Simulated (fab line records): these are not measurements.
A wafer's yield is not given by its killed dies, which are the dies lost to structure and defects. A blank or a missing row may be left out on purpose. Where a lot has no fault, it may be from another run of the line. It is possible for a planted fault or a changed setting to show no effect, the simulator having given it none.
fab line records ; flow n5Finfet ; part 1 of 2: steps 1 to 4 of 6
[record] lots = 24; wafers = 72; lastDay = 19
route steps=1938 shown BEOL_M4@1045 BEOL_M5@1135
lots untouched by any fault: they come from a run of this same line in which no faults occurred
startH: hours from the record's first day to the start of the lot's first wafer shown ; waitH: time in hours since the lot's previous step ; " as in the row above ; L1.1+2: a single row standing in for several wafers ; - no value, or no start given ; * or withheld: withheld ; < > ~ a bound
route shown NAME@n: NAME is a module with steps in the file, n the number in the route of the first one ; usual: mean/standard deviation taken from wafers without a fault ; same: alike in all rows ; chamber/n: place in a boat ; sites: readings site by site ; _std_site: the values' standard deviation ; _edge_site: outer sites' mean less inner sites' ; radiusMm: for every site, how far away it sits from the centre of the wafer ; mask NAME#n: copy n ; behind: the tool/chamber that last shaped the wafer ; hold: the reason the lot was held/the length of the hold in hours/how it ended ; device: the transistor (n, p or np) that didn't switch ; end of line: tests of these same wafers at the route's end ; a step without rows: its recipe alone ; killed: count of dies lost to structure and defects at first sort (not the wafer's yield) ; map: shows each die of a wafer: x if killed, . if not, _ if none is there
set.NAME: the setting the step ran with; set.NAME@STEP: the setting that earlier step ran with ; model.NAME: the simulator's own value behind a step, which no gauge read
a sample of lots followed through the steps of the route, with each step as a table and each wafer as a row
services: a tool's chamber out of use, with start hour (startH, from the record's first day; less than 0 if before it), hours out, and reason
[[steps]]
[step N5_BEOL_M4_STRIP_19]
[recipe] chemistry = O2; powerW = 400; tempC = 40; pressureMtorr = 30; rfFrequencyHz = 6e+07; biasPowerW = 0; overashFraction = 0.2; o2FlowSccm = 225
[usual] drypumpMotorCurrentA = 5.8/0.36; oesProductAu = 0.80/0.084; rfVppV = 3.6/0.46; showerheadPlenumPTorr = 2.12/0.11; tempC = 40.00/0.13; throttleValvePct = 16.61/0.15
[same] biasPowerW = 0
lot.wafer;tool;chamber;startH;waitH;drypumpMotorCurrentA;oesProductAu;rfHoursCounterH;rfVppV;showerheadPlenumPTorr;tempC;throttleValvePct
L074.1;rieDiel-05;3;174.25;0.1;6.3;0.70;237;4.0;2.16;40.16;16.93
L074.2;rieDiel-05;1;174.25;0.1;5.4;0.76;136;3.4;1.92;39.91;16.76
L074.3;rieDiel-05;0;174.25;0.1;5.5;0.75;163;4.2;2.18;40.00;16.50
L075.1;rieDiel-04;0;174.53;0.2;6.4;0.89;42;3.6;2.24;39.96;16.42
L075.4;rieDiel-04;1;174.53;0.2;6.1;0.73;208;3.9;1.98;39.93;16.54
L075.5;rieDiel-04;1;174.53;0.2;6.1;0.73;-;4.3;1.98;40.05;16.54
L076.1;rieDiel-05;0;175.00;0.2;5.5;0.75;163;3.5;2.18;40.07;16.52
L076.5;rieDiel-05;1;175.00;0.2;5.4;0.76;-;2.7;1.92;39.95;16.73
L076.6;rieDiel-05;2;175.00;0.2;5.8;0.92;-;3.8;2.24;39.69;16.50
L077.2;rieDiel-05;1;184.42;0.1;5.4;0.75;140;4.4;1.92;40.10;16.76
L077.3;rieDiel-05;0;184.42;0.1;5.5;0.74;166;3.0;2.18;40.21;16.53
L077.6;rieDiel-05;3;184.42;0.1;6.3;0.69;-;4.2;2.16;39.95;16.91
L078.2;rieDiel-05;3;184.67;0.1;6.3;0.69;240;3.2;2.16;39.92;16.93
L078.5;rieDiel-05;2;184.67;0.1;5.8;0.91;-;3.2;2.24;40.05;16.53
L078.6;rieDiel-05;3;184.67;0.1;6.3;0.70;-;3.9;2.16;39.81;16.91
L079.3;rieDiel-05;1;188.40;0.1;5.4;0.75;140;3.3;1.92;40.00;16.76
L079.4;rieDiel-05;0;188.40;0.1;5.5;0.75;167;4.0;2.18;39.88;16.53
L079.6;rieDiel-05;3;188.40;0.1;6.3;0.70;-;3.4;2.16;39.88;16.94
L080.1;rieDiel-04;1;209.70;0.1;6.1;0.72;223;3.4;1.98;40.10;16.57
L080.2;rieDiel-04;0;209.70;0.1;6.4;0.88;54;4.0;2.23;40.04;16.45
L080.6;rieDiel-04;2;209.70;0.1;6.1;0.85;-;4.2;2.03;40.22;16.74
L081.1;rieDiel-05;3;211.02;0.1;6.3;0.69;248;2.9;2.16;40.13;16.94
L081.3;rieDiel-05;0;211.02;0.1;5.5;0.75;174;3.2;2.17;40.16;16.52
L081.6;rieDiel-05;0;211.02;0.1;5.6;0.75;-;3.6;2.17;40.22;16.54
L082.1;rieDiel-04;1;220.96;0.1;6.1;0.71;228;3.6;1.98;40.06;16.58
L082.2;rieDiel-04;3;220.96;0.1;6.0;0.72;215;3.9;2.08;40.01;16.66
L082.6;rieDiel-04;0;220.96;0.1;6.3;0.87;-;4.6;2.23;39.92;16.44
L084.1;rieDiel-05;2;234.44;0.1;5.8;0.88;30;3.1;2.23;39.93;16.55
L084.2;rieDiel-05;1;234.44;0.1;5.4;0.73;155;3.2;1.92;39.97;16.78
L084.5;rieDiel-05;0;234.44;0.1;5.5;0.74;-;4.3;2.17;40.07;16.54
L085.1;rieDiel-04;0;234.86;0.1;6.4;0.86;65;4.0;2.23;39.91;16.47
L085.2;rieDiel-04;1;234.86;0.1;6.1;0.71;234;2.5;1.97;40.10;16.59
L085.6;rieDiel-04;0;234.86;0.1;6.4;0.86;-;3.7;2.23;39.96;16.45
L086.1;rieDiel-05;1;235.17;0.1;5.4;0.75;156;3.7;1.92;40.34;16.79
L086.4;rieDiel-05;1;235.17;0.1;5.4;0.75;-;3.8;1.92;40.22;16.78
L086.5;rieDiel-05;0;235.17;0.1;5.6;0.74;-;3.9;2.17;39.91;16.55
L083.1;rieDiel-02;2;236.13;0.1;6.4;0.97;6;3.5;2.05;40.03;16.40
L083.3;rieDiel-02;3;236.13;0.1;5.9;0.72;208;2.9;2.16;39.83;16.56
L083.5;rieDiel-02;3;236.13;0.1;5.9;0.71;-;2.5;2.16;40.03;16.55
L088.1;rieDiel-02;3;248.97;0.1;5.9;0.71;212;3.7;2.16;40.00;16.56
L088.2;rieDiel-02;0;248.97;0.1;5.3;0.82;63;3.6;2.21;39.93;16.40
L088.5;rieDiel-02;3;248.97;0.1;5.9;0.72;-;3.9;2.16;40.12;16.56
L087.1;rieDiel-02;3;251.75;0.1;5.9;0.72;213;4.1;2.16;39.83;16.56
L087.5;rieDiel-02;2;251.75;0.1;6.4;0.95;-;4.4;2.05;39.80;16.42
L087.6;rieDiel-02;1;251.75;0.1;5.5;0.79;-;3.5;2.20;40.14;16.60
L090.1;rieDiel-05;1;262.60;0.1;5.4;0.74;166;3.6;1.91;39.82;16.80
L090.4;rieDiel-05;0;262.60;0.1;5.5;0.73;192;4.2;2.17;39.98;16.56
L090.5;rieDiel-05;1;262.60;0.1;5.4;0.74;-;3.2;1.91;39.83;16.80
L089.1;rieDiel-05;0;264.55;0.1;5.5;0.74;192;3.5;2.17;39.90;16.58
L089.2;rieDiel-05;3;264.55;0.1;6.3;0.95;7;3.1;2.15;39.89;16.48
L089.5;rieDiel-05;2;264.55;0.1;5.8;0.87;-;4.2;2.23;40.06;16.56
L091.3;rieDiel-04;0;275.92;0.1;6.4;0.84;80;3.0;2.22;39.93;16.49
L091.4;rieDiel-04;3;275.92;0.1;5.9;0.71;234;4.1;2.07;39.94;16.69
L091.5;rieDiel-04;2;275.92;0.1;6.1;0.81;-;3.9;2.02;40.13;16.80
L092.1;rieDiel-02;2;281.67;0.1;6.4;0.93;24;3.4;2.05;40.14;16.42
L092.3;rieDiel-02;1;281.67;0.1;5.4;0.77;122;3.1;2.19;40.09;16.63
L092.5;rieDiel-02;0;281.67;0.1;5.3;0.81;-;3.3;2.21;39.92;16.44
L093.3;rieDiel-05;1;294.54;0.1;5.4;0.73;175;2.7;1.91;39.99;16.82
L093.5;rieDiel-05;0;294.54;0.1;5.5;0.72;-;4.0;2.17;39.95;16.58
L093.6;rieDiel-05;3;294.54;0.1;6.3;0.92;-;3.9;2.15;39.91;16.50
L094.1;rieDiel-05;1;295.07;0.3;5.4;0.73;175;3.9;1.91;39.85;16.83
L094.2;rieDiel-05;0;295.07;0.3;5.5;0.72;198;3.6;2.17;39.86;16.60
L094.4;rieDiel-05;3;295.07;0.3;6.3;0.91;15;4.0;2.15;39.97;16.50
L095.2;rieDiel-02;0;302.11;0.2;5.3;0.80;82;3.6;2.21;40.18;16.44
L095.5;rieDiel-02;1;302.11;0.2;5.5;0.76;-;3.6;2.19;40.14;16.64
L095.6;rieDiel-02;2;302.11;0.2;6.4;0.91;-;3.5;2.04;39.89;16.43
L096.1;rieDiel-04;3;302.16;0.1;6.0;0.69;244;3.6;2.07;40.05;16.70
L096.2;rieDiel-04;0;302.16;0.1;6.4;0.83;90;3.4;2.22;40.05;16.51
L096.3;rieDiel-04;1;302.16;0.1;6.1;0.99;5;3.1;2.23;40.09;16.17
L097.2;rieDiel-05;0;313.42;0.1;5.5;0.72;205;4.5;2.16;39.90;16.58
L097.4;rieDiel-05;2;313.42;0.1;5.8;0.84;57;3.4;2.22;39.97;16.59
L097.6;rieDiel-05;2;313.42;0.1;5.8;0.84;-;3.3;2.22;39.95;16.60
[step N5_BEOL_M4_ANNEAL_89]
[recipe] tempC = 400; timeS = 240; ambient = vacuum
[usual] heaterPowerW = 813/78
lot.wafer;tool;chamber;startH;waitH;heaterPowerW
L074.1;pvdSputter-02;-;178.98;0.0;803
L074.2;pvdSputter-02;-;178.98;0.0;993
L074.3;pvdSputter-02;-;178.98;0.0;896
L075.1;pvdSputter-02;-;184.60;0.0;908
L075.4;pvdSputter-02;-;184.60;0.0;750
L075.5;pvdSputter-02;-;184.60;0.0;801
L076.1;pvdSputter-02;-;186.48;0.0;734
L076.5;pvdSputter-02;-;186.48;0.0;816
L076.6;pvdSputter-02;-;186.48;0.0;720
L079.3;pvdSputter-01;-;206.49;0.0;801
L079.4;pvdSputter-01;-;206.49;0.0;894
L079.6;pvdSputter-01;-;206.49;0.0;715
L077.2;pvdSputter-01;-;208.33;0.0;891
L077.3;pvdSputter-01;-;208.33;0.0;710
L077.6;pvdSputter-01;-;208.33;0.0;762
L078.2;pvdSputter-03;-;210.79;0.0;878
L078.5;pvdSputter-03;-;210.79;0.0;744
L078.6;pvdSputter-03;-;210.79;0.0;724
L080.1;pvdSputter-02;-;228.74;0.0;795
L080.2;pvdSputter-02;-;228.74;0.0;982
L080.6;pvdSputter-02;-;228.74;0.0;760
L082.1;pvdSputter-02;-;236.33;0.0;806
L082.2;pvdSputter-02;-;236.33;0.0;734
L082.6;pvdSputter-02;-;236.33;0.0;794
L081.1;pvdSputter-01;-;238.02;0.0;724
L081.3;pvdSputter-01;-;238.02;0.0;802
L081.6;pvdSputter-01;-;238.02;0.0;904
L084.1;pvdSputter-02;-;245.75;0.0;893
L084.2;pvdSputter-02;-;245.75;0.0;997
L084.5;pvdSputter-02;-;245.75;0.0;832
L086.1;pvdSputter-01;-;247.21;0.0;787
L086.4;pvdSputter-01;-;247.21;0.0;732
L086.5;pvdSputter-01;-;247.21;0.0;775
L085.1;pvdSputter-03;-;264.38;0.0;752
L085.2;pvdSputter-03;-;264.38;0.0;828
L085.6;pvdSputter-03;-;264.38;0.0;879
L083.1;pvdSputter-01;-;265.17;0.0;734
L083.3;pvdSputter-01;-;265.17;0.0;784
L083.5;pvdSputter-01;-;265.17;0.0;798
L088.1;pvdSputter-03;-;270.00;0.0;743
L088.2;pvdSputter-03;-;270.00;0.0;818
L088.5;pvdSputter-03;-;270.00;0.0;754
L087.1;pvdSputter-01;-;272.90;0.0;791
L087.5;pvdSputter-01;-;272.90;0.0;909
L087.6;pvdSputter-01;-;272.90;0.0;762
L090.1;pvdSputter-01;-;274.74;0.0;910
L090.4;pvdSputter-01;-;274.74;0.0;784
L090.5;pvdSputter-01;-;274.74;0.0;784
L089.1;pvdSputter-03;-;276.20;0.0;823
L089.2;pvdSputter-03;-;276.20;0.0;757
L089.5;pvdSputter-03;-;276.20;0.0;739
L092.1;pvdSputter-03;-;300.22;0.0;731
L092.3;pvdSputter-03;-;300.22;0.0;735
L092.5;pvdSputter-03;-;300.22;0.0;750
L091.3;pvdSputter-02;-;300.48;0.0;987
L091.4;pvdSputter-02;-;300.48;0.0;899
L091.5;pvdSputter-02;-;300.48;0.0;728
L093.3;pvdSputter-03;-;303.28;0.0;859
L093.5;pvdSputter-03;-;303.28;0.0;738
L093.6;pvdSputter-03;-;303.28;0.0;817
L094.1;pvdSputter-02;-;303.45;0.0;819
L094.2;pvdSputter-02;-;303.45;0.0;715
L094.4;pvdSputter-02;-;303.45;0.0;953
L095.2;pvdSputter-02;-;311.54;0.0;737
L095.5;pvdSputter-02;-;311.54;0.0;760
L095.6;pvdSputter-02;-;311.54;0.0;797
L096.1;pvdSputter-01;-;327.65;0.0;776
L096.2;pvdSputter-01;-;327.65;0.0;913
L096.3;pvdSputter-01;-;327.65;0.0;720
L097.2;pvdSputter-01;-;331.41;0.0;725
L097.4;pvdSputter-01;-;331.41;0.0;895
L097.6;pvdSputter-01;-;331.41;0.0;922
[step N5_BEOL_M4_PRE_CLEAN_60]
[recipe] gas = NH3/H2; timeS = 15; tempC = *; rfPowerW = 300
[usual] heaterPowerW = 88/24
lot.wafer;tool;chamber;startH;waitH;heaterPowerW
L074.1;cvdCo-02;0;180.60;0.0;88
L074.2;cvdCo-02;2;180.60;0.0;55
L074.3;cvdCo-02;1;180.60;0.0;99
L075.1;cvdCo-02;1;186.47;0.0;98
L075.4;cvdCo-02;2;186.47;0.0;55
L075.5;cvdCo-02;1;186.47;0.0;95
L076.1;cvdCo-01;1;188.10;0.0;95
L076.5;cvdCo-01;1;188.10;0.0;92
L076.6;cvdCo-01;2;188.10;0.0;125
L079.3;cvdCo-02;1;208.12;0.0;98
L079.4;cvdCo-02;0;208.12;0.0;88
L079.6;cvdCo-02;1;208.12;0.0;96
L077.2;cvdCo-02;2;209.97;0.0;55
L077.3;cvdCo-02;0;209.97;0.0;89
L077.6;cvdCo-02;2;209.97;0.0;53
L078.2;cvdCo-01;0;212.77;0.0;59
L078.5;cvdCo-01;1;212.77;0.0;91
L078.6;cvdCo-01;0;212.77;0.0;62
L080.1;cvdCo-01;0;230.56;0.0;61
L080.2;cvdCo-01;1;230.56;0.0;93
L080.6;cvdCo-01;0;230.56;0.0;61
L082.1;cvdCo-02;1;238.11;0.0;98
L082.2;cvdCo-02;2;238.11;0.0;56
L082.6;cvdCo-02;1;238.11;0.0;96
L081.1;cvdCo-01;2;239.65;0.0;126
L081.3;cvdCo-01;1;239.65;0.0;93
L081.6;cvdCo-01;1;239.65;0.0;94
L084.1;cvdCo-01;0;247.37;0.0;60
L084.2;cvdCo-01;2;247.37;0.0;127
L084.5;cvdCo-01;2;247.37;0.0;124
L086.1;cvdCo-01;1;248.89;0.0;93
L086.4;cvdCo-01;1;248.89;0.0;95
L086.5;cvdCo-01;2;248.89;0.0;127
L085.1;cvdCo-02;0;266.00;0.0;91
L085.2;cvdCo-02;1;266.00;0.0;103
L085.6;cvdCo-02;2;266.00;0.0;56
L083.1;cvdCo-01;0;266.80;0.0;63
L083.3;cvdCo-01;1;266.80;0.0;93
L083.5;cvdCo-01;0;266.80;0.0;60
L088.1;cvdCo-01;2;271.66;0.1;125
L088.2;cvdCo-01;1;271.66;0.1;95
L088.5;cvdCo-01;2;271.66;0.1;123
L087.1;cvdCo-02;0;274.61;0.0;87
L087.5;cvdCo-02;1;274.61;0.0;99
L087.6;cvdCo-02;2;274.61;0.0;57
L090.1;cvdCo-01;0;276.37;0.0;62
L090.4;cvdCo-01;1;276.37;0.0;93
L090.5;cvdCo-01;2;276.37;0.0;126
L089.1;cvdCo-01;2;277.82;0.0;127
L089.2;cvdCo-01;1;277.82;0.0;93
L089.5;cvdCo-01;0;277.82;0.0;61
L092.1;cvdCo-01;2;301.95;0.0;125
L092.3;cvdCo-01;1;301.95;0.0;93
L092.5;cvdCo-01;1;301.95;0.0;93
L091.3;cvdCo-02;0;302.20;0.0;89
L091.4;cvdCo-02;2;302.20;0.0;56
L091.5;cvdCo-02;1;302.20;0.0;101
L093.3;cvdCo-01;1;304.99;0.1;93
L093.5;cvdCo-01;0;304.99;0.1;63
L093.6;cvdCo-01;2;304.99;0.1;126
L094.1;cvdCo-01;1;305.20;0.0;91
L094.2;cvdCo-01;0;305.20;0.0;60
L094.4;cvdCo-01;1;305.20;0.0;91
L095.2;cvdCo-02;2;313.16;0.0;58
L095.5;cvdCo-02;1;313.16;0.0;99
L095.6;cvdCo-02;2;313.16;0.0;55
L096.1;cvdCo-02;1;331.66;0.0;98
L096.2;cvdCo-02;0;331.66;0.0;91
L096.3;cvdCo-02;2;331.66;0.0;57
L097.2;cvdCo-02;2;334.36;0.0;57
L097.4;cvdCo-02;2;334.36;0.0;57
L097.6;cvdCo-02;1;334.36;0.0;99
[step N5_BEOL_M5_STRIP_64]
[recipe] chemistry = CF4; resist = SiARC; powerW = 300; biasPowerW = 75; pressureMtorr = 50; cf4FlowSccm = 150; rfFrequencyHz = 6e+07
[usual] biasPowerW = 74.98/0.24; drypumpMotorCurrentA = 5.52/0.29; oesProductAu = 0.75/0.063; rfVppV = 270.8/1.6; showerheadPlenumPTorr = 1.77/0.061; throttleValvePct = 13.56/0.25
lot.wafer;tool;chamber;startH;waitH;biasPowerW;drypumpMotorCurrentA;oesProductAu;rfHoursCounterH;rfVppV;showerheadPlenumPTorr;throttleValvePct
L074.1;rieDiel-06;2;184.58;0.0;74.93;5.97;0.78;106;273.3;1.88;13.32
L074.2;rieDiel-06;1;184.58;0.0;74.98;6.00;0.88;28;271.3;1.83;13.22
L074.3;rieDiel-06;3;184.58;0.0;75.16;5.08;0.72;214;269.6;1.71;13.66
L075.1;rieDiel-06;0;189.36;0.0;74.60;5.45;0.85;54;272.1;1.82;13.24
L075.4;rieDiel-06;3;189.36;0.0;74.95;5.07;0.72;215;269.8;1.71;13.67
L075.5;rieDiel-06;1;189.36;0.0;75.24;5.96;0.88;-;271.8;1.83;13.21
L076.1;rieDiel-06;2;190.75;0.0;74.82;5.93;0.78;108;274.2;1.88;13.31
L076.5;rieDiel-06;1;190.75;0.0;75.43;5.97;0.88;-;272.2;1.83;13.22
L076.6;rieDiel-06;0;190.75;0.0;74.54;5.45;0.86;-;272.5;1.82;13.25
L079.3;rieDiel-01;2;211.24;0.0;75.01;5.68;0.71;220;271.8;1.77;13.82
L079.4;rieDiel-01;1;211.24;0.0;74.63;5.57;0.70;-;271.9;1.84;13.74
L079.6;rieDiel-01;2;211.24;0.0;74.77;5.66;0.70;-;270.5;1.77;13.82
L077.2;rieDiel-01;2;214.53;0.0;74.82;5.68;0.71;221;271.2;1.77;13.81
L077.3;rieDiel-01;3;214.53;0.0;75.07;5.65;0.74;138;269.8;1.73;13.32
L077.6;rieDiel-01;2;214.53;0.0;75.18;5.68;0.71;-;269.7;1.77;13.81
L078.2;rieDiel-03;2;216.26;0.0;75.05;5.31;0.73;176;271.7;1.79;14.05
L078.5;rieDiel-03;2;216.26;0.0;75.01;5.29;0.72;-;272.0;1.79;14.03
L078.6;rieDiel-03;1;216.26;0.0;75.14;5.20;0.76;-;268.3;1.66;13.37
L080.1;rieDiel-03;2;234.93;0.0;75.14;5.32;0.72;183;269.1;1.78;14.07
L080.2;rieDiel-03;0;234.93;0.0;74.92;5.55;0.72;216;270.9;1.77;13.56
L080.6;rieDiel-03;1;234.93;0.0;74.62;5.21;0.76;-;266.9;1.66;13.38
L082.1;rieDiel-03;3;242.87;0.0;74.49;5.71;0.69;242;270.5;1.77;13.94
L082.2;rieDiel-03;0;242.87;0.0;74.66;5.54;0.71;218;271.0;1.77;13.59
L082.6;rieDiel-03;3;242.87;0.0;75.35;5.69;0.69;-;269.8;1.77;13.96
L081.1;rieDiel-03;3;243.60;0.0;74.82;5.70;0.69;243;271.1;1.77;13.95
L081.3;rieDiel-03;0;243.60;0.0;75.03;5.59;0.71;219;269.2;1.77;13.59
L081.6;rieDiel-03;0;243.60;0.0;75.08;5.54;0.71;-;271.5;1.77;13.57
L084.1;rieDiel-03;0;251.45;0.0;75.31;5.57;0.71;222;272.5;1.77;13.59
L084.2;rieDiel-03;2;251.45;0.0;74.95;5.26;0.72;187;269.3;1.78;14.06
L084.5;rieDiel-03;0;251.45;0.0;75.35;5.56;0.71;-;270.3;1.77;13.60
L086.1;rieDiel-06;2;252.26;0.0;74.64;5.97;0.76;124;272.8;1.87;13.35
L086.4;rieDiel-06;1;252.26;0.0;75.07;5.97;0.85;51;272.6;1.82;13.28
L086.5;rieDiel-06;3;252.26;0.0;74.75;5.06;0.70;-;267.2;1.70;13.71
L085.1;rieDiel-06;3;270.90;0.0;75.14;5.05;0.70;239;267.9;1.70;13.72
L085.2;rieDiel-06;0;270.90;0.0;74.98;5.47;0.82;80;271.5;1.81;13.30
L085.6;rieDiel-06;0;270.90;0.0;74.75;5.46;0.83;-;271.3;1.81;13.29
L083.1;rieDiel-03;3;271.19;0.0;75.35;5.70;0.68;249;271.4;1.77;13.95
L083.3;rieDiel-03;1;271.19;0.0;74.99;5.20;0.75;163;267.1;1.65;13.42
L083.5;rieDiel-03;0;271.19;0.0;74.66;5.56;0.70;-;268.5;1.77;13.61
L088.1;rieDiel-06;2;275.19;0.0;75.05;6.00;0.77;128;272.7;1.87;13.35
L088.2;rieDiel-06;0;275.19;0.0;74.83;5.42;0.82;81;271.5;1.81;13.30
L088.5;rieDiel-06;0;275.19;0.0;75.17;5.44;0.83;-;272.2;1.81;13.31
L087.1;rieDiel-03;2;278.42;0.0;74.84;5.28;0.72;196;270.8;1.78;14.08
L087.5;rieDiel-03;0;278.42;0.0;74.60;5.56;0.70;-;270.8;1.77;13.61
L087.6;rieDiel-03;1;278.42;0.0;74.96;5.20;0.75;-;269.0;1.65;13.42
L090.1;rieDiel-03;1;281.62;0.0;75.12;5.22;0.74;167;269.4;1.65;13.43
L090.4;rieDiel-03;1;281.62;0.0;75.14;5.21;0.75;-;267.5;1.65;13.42
L090.5;rieDiel-03;2;281.62;0.0;74.71;5.26;0.71;-;271.9;1.78;14.10
L089.1;rieDiel-01;3;282.12;0.0;74.73;5.65;0.73;160;269.6;1.73;13.38
L089.2;rieDiel-01;1;282.12;0.0;75.30;5.60;0.69;244;271.8;1.84;13.78
L089.5;rieDiel-01;2;282.12;0.0;75.35;5.67;0.69;-;270.2;1.77;13.86
L092.1;rieDiel-06;2;305.39;0.0;74.79;5.96;0.76;135;272.6;1.87;13.38
L092.3;rieDiel-06;3;305.39;0.0;75.00;5.07;0.69;247;269.0;1.70;13.74
L092.5;rieDiel-06;1;305.39;0.0;74.99;5.98;0.83;-;270.1;1.82;13.31
L091.3;rieDiel-03;0;306.06;0.0;74.85;5.53;0.69;241;271.1;1.77;13.63
L091.4;rieDiel-03;2;306.06;0.0;74.88;5.24;0.71;206;269.5;1.78;14.12
L091.5;rieDiel-03;0;306.06;0.0;74.69;5.53;0.69;-;271.5;1.77;13.64
L093.3;rieDiel-01;1;308.60;0.0;75.07;5.58;0.68;252;272.2;1.83;13.82
L093.5;rieDiel-01;3;308.60;0.0;75.42;5.68;0.72;-;270.1;1.73;13.41
L093.6;rieDiel-01;0;308.60;0.0;74.95;5.07;0.78;-;272.5;1.81;13.75
L094.1;rieDiel-01;3;308.88;0.0;75.12;5.65;0.73;168;271.2;1.73;13.43
L094.2;rieDiel-01;1;308.88;0.0;74.92;5.57;0.68;252;272.7;1.83;13.80
L094.4;rieDiel-01;1;308.88;0.0;75.04;5.58;0.68;-;271.8;1.83;13.80
L095.2;rieDiel-01;3;318.44;0.0;75.42;5.66;0.72;171;270.5;1.72;13.41
L095.5;rieDiel-01;3;318.44;0.0;74.92;5.67;0.72;-;269.4;1.72;13.41
L095.6;rieDiel-01;1;318.44;0.0;74.78;5.59;0.68;-;272.2;1.83;13.83
L096.1;rieDiel-01;3;336.00;0.0;74.58;5.66;0.72;179;268.9;1.72;13.42
L096.2;rieDiel-01;0;336.00;0.0;74.97;5.08;0.77;114;271.7;1.81;13.78
L096.3;rieDiel-01;2;336.00;0.0;75.12;5.68;0.97;2;271.3;1.76;13.31
L097.2;rieDiel-06;0;339.33;0.0;75.29;5.43;0.81;101;270.8;1.81;13.36
L097.4;rieDiel-06;0;339.33;0.0;75.04;5.46;0.80;-;272.6;1.81;13.33
L097.6;rieDiel-06;2;339.33;0.0;74.90;5.96;0.74;-;272.7;1.87;13.41
